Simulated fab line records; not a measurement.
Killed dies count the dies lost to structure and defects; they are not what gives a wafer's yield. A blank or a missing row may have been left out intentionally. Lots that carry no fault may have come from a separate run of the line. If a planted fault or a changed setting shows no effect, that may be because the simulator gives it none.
fab line records + flow n5-finfet
[record]
- lots = 9
- wafers = 25
- last-day = 20
route steps=1938 shown GATE_CUT@474 BEOL_M4@1111 PASSIVATION@1936
lots that met no fault: from a run of the same line without faults
start-h: the number of hours between the record's first day and the start of the first shown wafer of the lot + wait-h: time in hours since the lot's previous step + " the same as in the row above + L1.1+2: one row covering several wafers at once + - no value, or no start given + * or withheld: withheld + < > ~ a bound
route shown NAME@n: a module of which the file shows steps, and the number in the route of the first + usual: mean/standard deviation taken from wafers without a fault + same: alike in all rows + chamber/n: place in a boat + sites: per-site readings + _std_site: how widely they spread, as a standard deviation + _edge_site: mean of outer sites minus mean of inner sites + radius-mm: for every site, how far away it sits from the centre of the wafer + mask NAME#n: copy n + behind: the most recent tool/chamber to have shaped the wafer + hold: why the lot was held/for how many hours/how that ended + device: which transistor (n, p or np) failed to switch + end of line: the tests these same wafers got at the end of their route + a step without rows: its recipe alone + killed: at the first sort, the dies lost to defects and structure; wafer yield is something else + map: shows each die of a wafer: x if killed, . if not, _ if none is there
set.NAME: the run value of the setting; set.NAME@STEP: its run value at that earlier step + model.NAME: the simulator's own value behind a step, which no gauge read
the route's steps for a sample of lots (tables are steps, rows are wafers)
services: from which hour (start-h, from the record's first day; less than 0 if before it) a tool's chamber was out of use, for how many hours, and why
[[steps]]
[step N5_GATE_CUT_PECVD_57]
[recipe]
- material = SiNx
- target-thk-a = 210
- temp-c = 400
- precursor = SiH4/NH3/N2
- pressure-torr = 1.5
- rf-w = 300
[usual]
- heater-power-w = 813/90
- showerhead-plenum-p-Torr = 5.11/0.062
- throttle-valve-pct = 39.3/2
| lot.wafer | tool     | chamber | start-h | wait-h | heater-power-w | showerhead-plenum-p-Torr | throttle-valve-pct |
|-----------|----------|---------|---------|--------|----------------|--------------------------|--------------------|
| L729.2    | pecvd-02 | 0       | 81.85   | 1.1    | 803            | 5.24                     | 42.9               |
| L729.4    | "        | 2       | "       | "      | 831            | 5.07                     | 36.0               |
| L729.6    | "        | 0       | "       | "      | 805            | 5.24                     | 42.7               |
| L733.1    | pecvd-03 | 1       | 107.70  | 1.1    | 690            | 5.06                     | 38.6               |
| L733.4    | "        | 1       | "       | "      | 692            | 5.05                     | 38.8               |
| L733.5    | "        | 0       | "       | "      | 858            | 5.08                     | 38.2               |
| L734.1    | pecvd-01 | 0       | 112.44  | 1.1    | 915            | 5.06                     | 41.6               |
| L734.2    | "        | 2       | "       | "      | 872            | 5.20                     | 36.9               |
| L734.3    | "        | 1       | "       | "      | 738            | 5.11                     | 41.0               |
| L742.1    | pecvd-02 | 0       | 166.96  | 1.1    | 834            | 5.24                     | 42.8               |
| L742.2    | "        | 1       | "       | "      | 672            | 5.11                     | 40.5               |
| L743.1    | pecvd-01 | 0       | 169.79  | 1.1    | 834            | 5.05                     | 41.7               |
| L743.3    | "        | 2       | "       | "      | 760            | 5.19                     | 37.2               |
| L748.1    | pecvd-03 | 2       | 201.24  | 1.1    | 911            | 5.12                     | 37.5               |
| L748.2    | "        | 1       | "       | "      | 759            | 5.05                     | 38.3               |
| L748.6    | "        | 1       | "       | "      | 759            | 5.05                     | 38.3               |
| L749.1    | pecvd-02 | 0       | 203.34  | 1.1    | 915            | 5.25                     | 42.6               |
| L749.2    | "        | 1       | "       | "      | 688            | 5.12                     | 40.2               |
| L749.6    | "        | 0       | "       | "      | 928            | 5.24                     | 42.8               |
| L751.1    | pecvd-03 | 1       | 215.03  | 1.1    | 735            | 5.07                     | 38.3               |
| L751.2    | "        | 2       | "       | "      | 910            | 5.12                     | 38.0               |
| L751.4    | "        | 0       | "       | "      | 881            | 5.06                     | 38.6               |
| L752.1    | pecvd-03 | 1       | 227.29  | 1.1    | 779            | 5.05                     | 38.6               |
| L752.2    | "        | 0       | "       | "      | 780            | 5.07                     | 38.6               |
| L752.4    | "        | 1       | "       | "      | 776            | 5.06                     | 38.3               |
[step N5_GATE_CUT_CUT_ETCH_54]
[recipe]
- chemistry = Cl2/BCl3
- target = TiN
- mask-material = SiO2
- target-depth-a = 967
- pressure-mtorr = 10
- icp-w = 1000
- bias-w = 126
- Cl2_flow_sccm = 53.25
- bcl3-flow-sccm = 21.75
- Ar_flow_sccm = 25
- ends = cleared
[usual]
- bcl3-flow-sccm = 21.75/0.066
- drypump-motor-current-A = 5.8/0.57
- etch-rf-on-time-s = 37.4/0.94
- oes-product-au = 0.72/0.098
- throttle-valve-pct = 22.24/0.22
| lot.wafer | tool         | chamber | start-h | wait-h | bcl3-flow-sccm | drypump-motor-current-A | etch-rf-on-time-s | oes-product-au | rf-hours-counter-h | throttle-valve-pct |
|-----------|--------------|---------|---------|--------|----------------|-------------------------|-------------------|----------------|--------------------|--------------------|
| L729.2    | rie-metal-02 | 0       | 83.34   | 0.0    | 21.70          | 6.5                     | 36.6              | 0.55           | 142                | 22.41              |
| L729.4    | "            | 0       | "       | "      | 21.67          | 6.6                     | 36.6              | 0.54           | -                  | 22.41              |
| L729.6    | "            | 0       | "       | "      | 21.74          | 6.6                     | 36.8              | 0.54           | -                  | 22.42              |
| L733.1    | rie-metal-03 | 1       | 109.02  | 0.0    | 21.75          | 6.7                     | 37.3              | 0.75           | 26                 | 22.09              |
| L733.4    | "            | 0       | "       | "      | 21.84          | 5.7                     | 37.8              | 0.84           | -                  | 21.97              |
| L733.5    | "            | 1       | "       | "      | 21.91          | 6.7                     | 37.3              | 0.75           | -                  | 22.07              |
| L734.1    | rie-metal-02 | 1       | 113.94  | 0.0    | 21.78          | 5.5                     | 38.5              | 0.64           | 61                 | 22.54              |
| L734.2    | "            | 0       | "       | "      | 21.74          | 6.5                     | 36.8              | 0.54           | 145                | 22.43              |
| L734.3    | "            | 0       | "       | "      | 21.75          | 6.5                     | 36.7              | 0.54           | -                  | 22.42              |
| L742.1    | rie-metal-02 | 0       | 168.42  | 0.0    | 21.77          | 6.4                     | 47.9              | 0.73           | 3                  | 22.16              |
| L742.2    | "            | 1       | "       | "      | 21.77          | 5.6                     | 37.8              | 0.64           | 66                 | 22.56              |
| L743.1    | rie-metal-02 | 0       | 171.30  | 0.0    | 21.66          | 6.6                     | 47.9              | 0.73           | 3                  | 22.18              |
| L743.3    | "            | 0       | "       | "      | 21.72          | 6.6                     | 35.8              | 0.88           | -                  | 22.02              |
| L748.1    | rie-metal-03 | 0       | 202.89  | 0.0    | 21.92          | 5.7                     | 38.1              | 0.80           | 12                 | 22.00              |
| L748.2    | "            | 1       | "       | "      | 21.71          | 6.7                     | 37.2              | 0.73           | 33                 | 22.10              |
| L748.6    | "            | 0       | "       | "      | 21.82          | 5.7                     | 38.3              | 0.80           | -                  | 22.00              |
| L749.1    | rie-metal-01 | 0       | 204.79  | 0.0    | 21.70          | 5.5                     | 37.3              | 0.70           | 38                 | 22.24              |
| L749.2    | "            | 1       | "       | "      | 21.75          | 5.0                     | 37.1              | 0.71           | 43                 | 22.10              |
| L749.6    | "            | 1       | "       | "      | 21.68          | 5.0                     | 36.8              | 0.70           | -                  | 22.09              |
| L751.1    | rie-metal-01 | 0       | 216.50  | 0.0    | 21.75          | 5.5                     | 37.2              | 0.70           | 40                 | 22.24              |
| L751.2    | "            | 1       | "       | "      | 21.66          | 5.0                     | 36.8              | 0.70           | 45                 | 22.09              |
| L751.4    | "            | 0       | "       | "      | 21.72          | 5.5                     | 37.4              | 0.70           | -                  | 22.23              |
| L752.1    | rie-metal-03 | 0       | 228.63  | 0.0    | 21.71          | 5.7                     | 37.7              | 0.79           | 14                 | 21.99              |
| L752.2    | "            | 1       | "       | "      | 21.79          | 6.7                     | 36.4              | 0.73           | 35                 | 22.09              |
| L752.4    | "            | 1       | "       | "      | 21.82          | 6.7                     | 36.7              | 0.73           | -                  | 22.09              |
[step N5_GATE_CUT_CUT_ETCH_55]
[recipe]
- chemistry = BCl3
- target = HfO2
- mask-material = SiO2
- target-depth-a = 32
- ion-energy-ev = 30
- pressure-mtorr = 5
- icp-w = 450
- bias-w = 18
- bcl3-flow-sccm = 80
[usual]
- bcl3-flow-sccm = 80.01/0.23
- drypump-motor-current-A = 5.8/0.57
- oes-product-au = 0.80/0.11
- throttle-valve-pct = 32.83/0.2
| lot.wafer | tool         | chamber | start-h | wait-h | bcl3-flow-sccm | drypump-motor-current-A | oes-product-au | rf-hours-counter-h | throttle-valve-pct |
|-----------|--------------|---------|---------|--------|----------------|-------------------------|----------------|--------------------|--------------------|
| L729.2    | rie-metal-02 | 0       | 83.40   | 0.0    | 79.75          | 6.5                     | 0.59           | 142                | 32.90              |
| L729.4    | "            | 0       | "       | "      | 80.01          | 6.5                     | 0.59           | -                  | 32.89              |
| L729.6    | "            | 0       | "       | "      | 79.55          | 6.5                     | 0.59           | -                  | 32.89              |
| L733.1    | rie-metal-03 | 1       | 109.08  | 0.0    | 80.04          | 6.7                     | 0.84           | 26                 | 32.98              |
| L733.4    | "            | 0       | "       | "      | 79.90          | 5.7                     | 0.95           | -                  | 32.71              |
| L733.5    | "            | 1       | "       | "      | 80.18          | 6.7                     | 0.84           | -                  | 32.98              |
| L734.1    | rie-metal-02 | 1       | 114.00  | 0.0    | 80.40          | 5.6                     | 0.72           | 61                 | 32.86              |
| L734.2    | "            | 0       | "       | "      | 80.12          | 6.5                     | 0.59           | 145                | 32.88              |
| L734.3    | "            | 0       | "       | "      | 80.25          | 6.5                     | 0.59           | -                  | 32.90              |
| L742.1    | rie-metal-02 | 0       | 168.48  | 0.0    | 80.05          | 6.5                     | 0.39           | 3                  | 32.42              |
| L742.2    | "            | 1       | "       | "      | 80.06          | 5.5                     | 0.71           | 66                 | 32.87              |
| L743.1    | rie-metal-02 | 0       | 171.36  | 0.0    | 79.58          | 6.5                     | 0.39           | 3                  | 32.42              |
| L743.3    | "            | 0       | "       | "      | 79.68          | 6.5                     | 0.96           | -                  | 32.41              |
| L748.1    | rie-metal-03 | 0       | 202.95  | 0.0    | 79.97          | 5.7                     | 0.92           | 12                 | 32.74              |
| L748.2    | "            | 1       | "       | "      | 80.34          | 6.7                     | 0.82           | 33                 | 32.99              |
| L748.6    | "            | 0       | "       | "      | 79.78          | 5.7                     | 0.92           | -                  | 32.76              |
| L749.1    | rie-metal-01 | 0       | 204.85  | 0.0    | 79.96          | 5.5                     | 0.78           | 38                 | 33.03              |
| L749.2    | "            | 1       | "       | "      | 79.97          | 5.0                     | 0.79           | 43                 | 32.92              |
| L749.6    | "            | 1       | "       | "      | 79.97          | 5.0                     | 0.79           | -                  | 32.93              |
| L751.1    | rie-metal-01 | 0       | 216.56  | 0.0    | 80.00          | 5.5                     | 0.77           | 40                 | 33.05              |
| L751.2    | "            | 1       | "       | "      | 79.75          | 5.0                     | 0.78           | 45                 | 32.93              |
| L751.4    | "            | 0       | "       | "      | 80.01          | 5.5                     | 0.78           | -                  | 33.05              |
| L752.1    | rie-metal-03 | 0       | 228.69  | 0.0    | 80.07          | 5.7                     | 0.91           | 14                 | 32.73              |
| L752.2    | "            | 1       | "       | "      | 80.51          | 6.7                     | 0.81           | 35                 | 32.99              |
| L752.4    | "            | 1       | "       | "      | 80.48          | 6.7                     | 0.82           | -                  | 32.99              |
[step N5_GATE_CUT_VAPOR_ETCH_48]
[recipe]
- chemistry = BCl3/Cl2
- target = TiN
- mode = isotropic
[usual]
- drypump-motor-current-A = 5.8/0.57
- oes-product-au = 0.80/0.11
| lot.wafer | tool         | chamber | start-h | wait-h | drypump-motor-current-A | oes-product-au |
|-----------|--------------|---------|---------|--------|-------------------------|----------------|
| L729.2    | rie-metal-02 | 0       | 83.46   | 0.0    | 6.4                     | 0.59           |
| L729.4    | "            | 0       | "       | "      | 6.4                     | 0.60           |
| L729.6    | "            | 0       | "       | "      | 6.5                     | 0.59           |
| L733.1    | rie-metal-03 | 1       | 109.14  | 0.0    | 6.7                     | 0.84           |
| L733.4    | "            | 0       | "       | "      | 5.7                     | 0.95           |
| L733.5    | "            | 1       | "       | "      | 6.7                     | 0.84           |
| L734.1    | rie-metal-02 | 1       | 114.06  | 0.0    | 5.6                     | 0.71           |
| L734.2    | "            | 0       | "       | "      | 6.5                     | 0.58           |
| L734.3    | "            | 0       | "       | "      | 6.6                     | 0.58           |
| L742.1    | rie-metal-02 | 0       | 168.54  | 0.0    | 6.5                     | 0.97           |
| L742.2    | "            | 1       | "       | "      | 5.6                     | 0.71           |
| L743.1    | rie-metal-02 | 0       | 171.42  | 0.0    | 6.6                     | 0.95           |
| L743.3    | "            | 0       | "       | "      | 6.6                     | 0.97           |
| L748.1    | rie-metal-03 | 0       | 203.01  | 0.0    | 5.8                     | 0.92           |
| L748.2    | "            | 1       | "       | "      | 6.7                     | 0.82           |
| L748.6    | "            | 0       | "       | "      | 5.8                     | 0.92           |
| L749.1    | rie-metal-01 | 0       | 204.91  | 0.0    | 5.5                     | 0.78           |
| L749.2    | "            | 1       | "       | "      | 5.0                     | 0.78           |
| L749.6    | "            | 1       | "       | "      | 5.0                     | 0.79           |
| L751.1    | rie-metal-01 | 0       | 216.62  | 0.0    | 5.5                     | 0.77           |
| L751.2    | "            | 1       | "       | "      | 5.0                     | 0.78           |
| L751.4    | "            | 0       | "       | "      | 5.6                     | 0.77           |
| L752.1    | rie-metal-03 | 0       | 228.75  | 0.0    | 5.7                     | 0.90           |
| L752.2    | "            | 1       | "       | "      | 6.7                     | 0.81           |
| L752.4    | "            | 1       | "       | "      | 6.7                     | 0.80           |
[step N5_GATE_CUT_VAPOR_ETCH_51]
[recipe]
- chemistry = BCl3/Cl2
- target = HfO2
- mode = isotropic
[usual]
- drypump-motor-current-A = 5.8/0.57
- oes-product-au = 0.80/0.11
| lot.wafer | tool         | chamber | start-h | wait-h | drypump-motor-current-A | oes-product-au |
|-----------|--------------|---------|---------|--------|-------------------------|----------------|
| L729.2    | rie-metal-02 | 0       | 83.52   | 0.0    | 6.5                     | 0.59           |
| L729.4    | "            | 0       | "       | "      | 6.5                     | 0.59           |
| L729.6    | "            | 0       | "       | "      | 6.5                     | 0.60           |
| L733.1    | rie-metal-03 | 1       | 109.20  | 0.0    | 6.7                     | 0.84           |
| L733.4    | "            | 0       | "       | "      | 5.7                     | 0.96           |
| L733.5    | "            | 1       | "       | "      | 6.7                     | 0.83           |
| L734.1    | rie-metal-02 | 1       | 114.12  | 0.0    | 5.5                     | 0.72           |
| L734.2    | "            | 0       | "       | "      | 6.6                     | 0.59           |
| L734.3    | "            | 0       | "       | "      | 6.6                     | 0.59           |
| L742.1    | rie-metal-02 | 0       | 168.60  | 0.0    | 6.5                     | 0.96           |
| L742.2    | "            | 1       | "       | "      | 5.5                     | 0.70           |
| L743.1    | rie-metal-02 | 0       | 171.48  | 0.0    | 6.5                     | 0.97           |
| L743.3    | "            | 0       | "       | "      | 6.5                     | 0.96           |
| L748.1    | rie-metal-03 | 0       | 203.07  | 0.0    | 5.7                     | 0.92           |
| L748.2    | "            | 1       | "       | "      | 6.7                     | 0.82           |
| L748.6    | "            | 0       | "       | "      | 5.8                     | 0.91           |
| L749.1    | rie-metal-01 | 0       | 204.97  | 0.0    | 5.6                     | 0.77           |
| L749.2    | "            | 1       | "       | "      | 5.0                     | 0.78           |
| L749.6    | "            | 1       | "       | "      | 5.0                     | 0.78           |
| L751.1    | rie-metal-01 | 0       | 216.68  | 0.0    | 5.5                     | 0.77           |
| L751.2    | "            | 1       | "       | "      | 5.0                     | 0.78           |
| L751.4    | "            | 0       | "       | "      | 5.5                     | 0.77           |
| L752.1    | rie-metal-03 | 0       | 228.81  | 0.0    | 5.7                     | 0.90           |
| L752.2    | "            | 1       | "       | "      | 6.7                     | 0.81           |
| L752.4    | "            | 1       | "       | "      | 6.7                     | 0.80           |
[step N5_BEOL_M4_RC_MEAS_101]
[usual]
- DIBL_N = 36.0/1.9
- DIBL_P = 35.6/2.2
- IOFF_N = 0.15/0.031
- IOFF_P = 0.19/0.032
- ION_N = 668/11
- ION_P = 455/7.2
- SS_N = 71.5/0.65
- SS_P = 73.4/0.64
- VT_N = 251/3.6
- VT_P = -253/3.3
| lot.wafer | tool      | chamber | start-h | wait-h | DIBL_N[mV/V] | DIBL_P[mV/V] | IOFF_N[nA/um] | IOFF_P[nA/um] | ION_N[uA/um] | ION_P[uA/um] | SS_N[mV/dec] | SS_P[mV/dec] | VT_N[mV] | VT_P[mV] |
|-----------|-----------|---------|---------|--------|--------------|--------------|---------------|---------------|--------------|--------------|--------------|--------------|----------|----------|
| L729.2    | prober-01 | 0       | 190.18  | 0.2    | 36.4         | 35.6         | 0.15          | 0.21          | 671          | 461          | 70.7         | 73.6         | 249      | -249     |
| L729.4    | "         | 0       | "       | "      | 35.7         | 34.2         | 0.14          | 0.19          | 664          | 460          | 70.1         | 73.3         | 251      | -251     |
| L729.6    | "         | 0       | "       | "      | 37.5         | 36.3         | 0.17          | 0.22          | 675          | 457          | 71.0         | 73.7         | 250      | -250     |
| L733.1    | prober-01 | 0       | 215.89  | 0.0    | 34.7         | 34.5         | 0.14          | 0.19          | 665          | 458          | 70.7         | 72.5         | 252      | -251     |
| L733.4    | "         | 0       | "       | "      | 40.0         | 38.0         | 0.23          | 0.25          | 681          | 457          | 72.7         | 74.4         | 249      | -250     |
| L733.5    | "         | 0       | "       | "      | 37.7         | 36.0         | 0.18          | 0.22          | 669          | 465          | 71.5         | 74.2         | 249      | -251     |
| L734.1    | prober-02 | 0       | 241.66  | 0.0    | 33.2         | 32.0         | 0.11          | 0.14          | 649          | 441          | 72.3         | 71.9         | 260      | -256     |
| L734.2    | "         | 0       | "       | "      | 38.8         | 39.7         | 0.21          | 0.25          | 672          | 453          | 73.0         | 73.9         | 246      | -249     |
| L734.3    | "         | 0       | "       | "      | 34.7         | 34.8         | 0.13          | 0.18          | 658          | 454          | 71.3         | 73.4         | 255      | -252     |
| L743.3    | prober-02 | 0       | 298.22  | 0.3    | 37.1         | 36.7         | 0.15          | 0.20          | 670          | 460          | 71.2         | 72.8         | 252      | -250     |
| L742.2    | prober-02 | 0       | 304.36  | 0.2    | 36.6         | 38.0         | 0.16          | 0.20          | 668          | 453          | 71.7         | 73.3         | 252      | -250     |
| L749.1    | prober-02 | 0       | 322.43  | 0.0    | 35.0         | 34.7         | 0.14          | 0.19          | 672          | 460          | 71.3         | 73.9         | 254      | -254     |
| L749.2    | "         | 0       | "       | "      | 35.7         | 34.8         | 0.15          | 0.18          | 666          | 452          | 72.6         | 74.2         | 251      | -253     |
| L749.6    | "         | 0       | "       | "      | 36.2         | 35.4         | 0.14          | 0.19          | 658          | 449          | 71.9         | 73.3         | 256      | -252     |
| L748.1    | prober-01 | 0       | 331.90  | 0.0    | 37.3         | 36.5         | 0.17          | 0.20          | 679          | 457          | 71.4         | 73.6         | 247      | -251     |
| L748.2    | "         | 0       | "       | "      | 36.7         | 35.3         | 0.15          | 0.18          | 665          | 451          | 72.2         | 72.7         | 250      | -253     |
| L748.6    | "         | 0       | "       | "      | 38.7         | 39.4         | 0.21          | 0.25          | 686          | 462          | 72.4         | 73.9         | 243      | -251     |
| L751.1    | prober-02 | 0       | 333.71  | 0.0    | 33.1         | 33.5         | 0.11          | 0.13          | 662          | 444          | 70.6         | 72.9         | 259      | -262     |
| L751.2    | "         | 0       | "       | "      | 34.7         | 35.8         | 0.13          | 0.16          | 666          | 443          | 71.6         | 73.6         | 255      | -262     |
| L751.4    | "         | 0       | "       | "      | 34.6         | 37.0         | 0.14          | 0.17          | 665          | 449          | 71.9         | 74.3         | 252      | -259     |
| L752.1    | prober-01 | 0       | 361.52  | 0.0    | 34.9         | 33.6         | 0.13          | 0.17          | 671          | 460          | 71.2         | 73.1         | 250      | -252     |
| L752.2    | "         | 0       | "       | "      | 34.3         | 33.6         | 0.12          | 0.18          | 653          | 451          | 70.9         | 73.2         | 254      | -253     |
| L752.4    | "         | 0       | "       | "      | 37.0         | 36.7         | 0.16          | 0.24          | 684          | 469          | 71.4         | 74.6         | 248      | -246     |
[step N5_PASSIVATION_PROBE_49]
[usual]
- defect-limited-yield = 91.3/1.4
- killed_at_M0_to_M3 = 34/10
- killed_at_M4_up = 14/5.5
- killed-at-contacts = 12/6
- killed-at-front-end = 40/10
- killed-at-other = 3.0/2.4
- killed-dies = 103/17
- killed-on-rim = 13/4.3
- killed-open = 68/13
- killed-short = 34/7.8
- sort_bin_5_function = 5.1/0.97
- sort_bin_6_memory = 3.3/0.66
- sort_bin_8_speed = 0.02/0.12
- sort-n-pass = 1077/17
- sort-yield-pct = 91.2/1.4
[same]
- gross-dies = 1180
- killed-at-back-side = 0
- sort_bin_4_leakage[%] = 0
| lot.wafer | tool      | chamber | start-h | wait-h | defect-limited-yield[%] | killed_at_M0_to_M3 | killed_at_M4_up | killed-at-contacts | killed-at-front-end | killed-at-other | killed-dies | killed-on-rim | killed-open | killed-short | sort_bin_5_function[%] | sort_bin_6_memory[%] | sort_bin_8_speed[%] | sort-n-pass | sort-yield-pct[%] |
|-----------|-----------|---------|---------|--------|-------------------------|--------------------|-----------------|--------------------|---------------------|-----------------|-------------|---------------|-------------|--------------|------------------------|----------------------|---------------------|-------------|-------------------|
| L743.1    | prober-01 | -       | 401.46  | 0.0    | 3.1                     | 30                 | 7               | 18                 | 1088                | 0               | 1143        | 140           | 76          | 29           | 93.2                   | 3.4                  | 0                   | 37          | 3.1               |
| L743.3    | prober-01 | -       | 401.56  | 0.1    | 93.9                    | 25                 | 4               | 7                  | 33                  | 3               | 72          | 12            | 42          | 26           | 3.2                    | 2.3                  | 0                   | 1108        | 93.9              |
| L742.1    | prober-02 | -       | 410.10  | 0.0    | 1.9                     | 27                 | 12              | 9                  | 1109                | 1               | 1158        | 148           | 64          | 16           | 95.3                   | 2.9                  | 0                   | 22          | 1.9               |
| L742.2    | prober-02 | -       | 410.15  | 0.1    | 92.5                    | 31                 | 12              | 2                  | 40                  | 3               | 88          | 11            | 61          | 23           | 4.5                    | 2.5                  | 0                   | 1092        | 92.5              |
// killed by level:class
L743.1 GATE_CUT:area-etch=1036 FIN_SAQP:geometric-particle:open=19 MOL_CONTACT_COAG:geometric-particle:open=14 BEOL_M3:geometric-particle:open=10 ILD0:geometric-particle:short=6 BEOL_M0_SAQP:geometric-particle:open=6 STI_FIN_REVEAL:geometric-particle:open=5 BEOL_M1:geometric-particle:open=5
L743.3 FIN_SAQP:geometric-particle:open=7 MOL_CONTACT_COAG:geometric-particle:open=6 BEOL_M3:geometric-particle:short=6 BEOL_M2:geometric-particle:open=5 BEOL_M0_SAQP:geometric-particle:open=5 FIN_SAQP:geometric-particle:short=4 BEOL_M0_SAQP:geometric-particle:short=4 STARTING-WAFER:geometric-particle:short=4
L742.1 GATE_CUT:area-etch=1077 STI_FIN_REVEAL:geometric-particle:open=13 FIN_SAQP:geometric-particle:open=9 MOL_CONTACT_COAG:geometric-particle:open=9 BEOL_M3:geometric-particle:open=9 DUMMY_GATE:geometric-particle:open=5 BEOL_M0_SAQP:geometric-particle:short=5 BEOL_M1:geometric-particle:open=4
L742.2 STI_FIN_REVEAL:geometric-particle:open=17 BEOL_M0_SAQP:geometric-particle:open=10 BEOL_M3:geometric-particle:open=7 BEOL_M0_SAQP:geometric-particle:short=6 HKMG_FIN:area-etch=4 FIN_SAQP:geometric-particle:open=3 STI_FIN_REVEAL:geometric-particle:short=3 ILD0:geometric-particle:short=3
[[services]]
| tool         | chamber | start-h | hours | kind           |
|--------------|---------|---------|-------|----------------|
| pecvd-02     | 1       | 80.99   | 5.5   | scheduled-down |
| pecvd-03     | 0       | 89.01   | 2.1   | scheduled-down |
| rie-metal-02 | 0       | 120.37  | -     | clean          |
| rie-metal-02 | 0       | 120.37  | 21.0  | scheduled-down |
| rie-metal-02 | 0       | 120.37  | 21.0  | vent-cycle     |
| pecvd-03     | -       | 125.98  | 0.6   | repair         |
| pecvd-02     | 1       | 127.44  | 2.1   | scheduled-down |
| pecvd-03     | 0       | 144.63  | 19.6  | repair         |
| pecvd-01     | -       | 160.83  | 0.8   | repair         |
| pecvd-02     | 2       | 163.09  | 76.1  | repair         |
| pecvd-01     | -       | 203.81  | 0.8   | pm             |
| pecvd-01     | -       | 218.69  | 0.9   | repair         |
| rie-metal-03 | -       | 221.17  | 2.8   | pm             |
[[key]]
[first-sign]
- step = N5_GATE_CUT_CUT_ETCH_54
- reading = etch-rf-on-time-s
- direction = up
- sigmas = 11
- usual = *
- struck = *
[effect]
- step = N5_GATE_CUT_CUT_ETCH_55
- reading = oes-product-au
- direction = down
- sigmas = 3.9
- usual = 0.80
- struck = 0.39
[effect]
- step = N5_PASSIVATION_PROBE_49
- reading = killed-at-front-end
- direction = up
- sigmas = 99+
- usual = 40
- struck = 1098
[more-kills-born-at]
- N5_GATE_CUT_CUT_ETCH_54@rie-metal-02 = 2113
met-at N5_GATE_CUT_CUT_ETCH_54
struck-lots L742,L743
struck-wafers L742.1,L743.1
later-rows-left-out L742.1,L743.1
not-acting-at N5_GATE_CUT_PECVD_57,N5_GATE_CUT_VAPOR_ETCH_48,N5_GATE_CUT_VAPOR_ETCH_51
onset-between 113.94 168.42
[fault]
- kind = process-parameter-drift
- tool = rie-metal-02
- chamber = -
- onset-h = 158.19
- steps = N5_GATE_CUT_CUT_ETCH_54
- channel = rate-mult
- offset = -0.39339
- shape = step
- end-h = 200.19
- scope = struck-wafers-only
// later-rows-left-out: the simulator's readings of these wafers behind a module that went badly wrong aren't trusted and aren't shown, but for the sort
